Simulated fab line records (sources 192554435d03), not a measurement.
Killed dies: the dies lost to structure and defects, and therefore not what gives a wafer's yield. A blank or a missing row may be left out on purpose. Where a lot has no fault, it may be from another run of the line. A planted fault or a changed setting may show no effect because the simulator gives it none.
Comparing a struck lot with a sound one || flow n5-finfet || 16 steps out of a route of 1938
Sound: wafers L232.1, L232.3, L232.5. The struck wafers were L229.2, L229.4, L229.5. At the end, the cause is stated.
For every step that has rows: the tool of each side, followed by ch and its chambers, followed by its first start. Under that, the readings that differ: sound wafers || struck wafers || difference of the means || sigmas: that difference in standard deviations of wafers without a fault.
alike: readings whose means differ by less than 2 such deviations, and words and numbers that are the same on both sides. not compared: withheld readings, readings that some wafer has no value for, bounds like >300 that may hide the same value, and numbers for which the record gives no deviation and whose values overlap.
A row with sigmas, a row that says differs or no value, or rows on one side alone: a step with any of these is where the two part. Numbers that have no deviation but don't overlap get no sigmas and don't part them. Lack of a reading on every wafer of one side parts them only where that side has two or more wafers.

first, 9 steps without rows for these wafers: N5_DUMMY_GATE_COAT_09 (resist thk 30 nm); N5_DUMMY_GATE_EBR_11; N5_DUMMY_GATE_SOFTBAKE_10 (time 60 s); N5_DUMMY_GATE_EXPOSE_12 (exposes mask GATE, target cd 25 nm); N5_DUMMY_GATE_PEB_13 (peb time 60 s); N5_DUMMY_GATE_DEVELOP_14 (develop time 30 s); N5_DUMMY_GATE_DESCUM_20 (chemistry O2, time 6.2 s); N5_DUMMY_GATE_ETCH_29 (etches underlayer in N2/H2, target depth 13 nm); N5_DUMMY_GATE_ETCH_36 (etches SiARC in CF4, target depth 13 nm).
N5_DUMMY_GATE_ETCH_37: etches SOC in N2/H2, target depth 60 nm, overetch 30 nm.
  sound on rie-diel-02 ch 0,2,3, day 5 04:48; struck on rie-diel-01 ch 2,3, day 4 12:23
{"reading": "model.SiARC_of_DUMMY_GATE_COAT_35.thk-nm (nm)", "sound": "5.2 5.2 4.8", "struck": "2.8 3 2.8", "difference": -2.2, "sigmas": ""}
  alike: chamber-pressure-mTorr, drypump-motor-current-A, oes-product-au, rf-vpp-V, showerhead-plenum-p-Torr, throttle-valve-pct
  not compared: rf-hours-counter-h
then, 2 steps without rows for these wafers: N5_DUMMY_GATE_STRIP_38 (strips in N2/H2); N5_DUMMY_GATE_STRIP_39 (strips in N2/H2).
N5_DUMMY_GATE_TRIM_49: chemistry O2, time 29 s, target cd 14 nm.
  sound on rie-si-03 ch 2,3, day 5 04:53; struck on rie-si-05 ch 0,1,3, day 4 12:28
  alike: chamber-pressure-mTorr, drypump-motor-current-A, oes-product-au, throttle-valve-pct
  not compared: rf-hours-counter-h, model.DUMMY_GATE.cd-nm
then, 1 step without rows for these wafers: N5_DUMMY_GATE_STRIP_40 (strips in CF4).
-- here the record skips 5 days between the struck wafers' starts before and after, leaving off in module DUMMY_GATE and picking up in module BEOL_M4 (first step shown: number 1111 of the route) --
N5_BEOL_M4_RC_MEAS_101:
  sound on prober-01 ch 0, day 10 02:05; struck on prober-01 ch 0, day 9 08:05
  alike: DIBL_N, DIBL_P, IOFF_N, IOFF_P, ION_N, ION_P, SS_N, SS_P, VT_N, VT_P
-- a jump in the record: the struck wafers' starts before and after are 4 days apart (it breaks off in module BEOL_M4 and resumes in module PASSIVATION, where the first step shown is number 1936 of the route) --
N5_PASSIVATION_PROBE_49:
  sound: prober-01 at day 14 03:50; struck: prober-01 at day 13 13:46
  alike: defect-limited-yield, killed_at_M0_to_M3, killed_at_M4_up, killed-at-contacts, killed-at-front-end, killed-at-other, killed-dies, killed-open, killed-short, sort_bin_4_leakage, sort_bin_5_function, sort_bin_6_memory, sort-n-pass, sort-yield-pct

WHERE THEY PART
Nowhere in this record.

WHY: what had been put in by the simulator
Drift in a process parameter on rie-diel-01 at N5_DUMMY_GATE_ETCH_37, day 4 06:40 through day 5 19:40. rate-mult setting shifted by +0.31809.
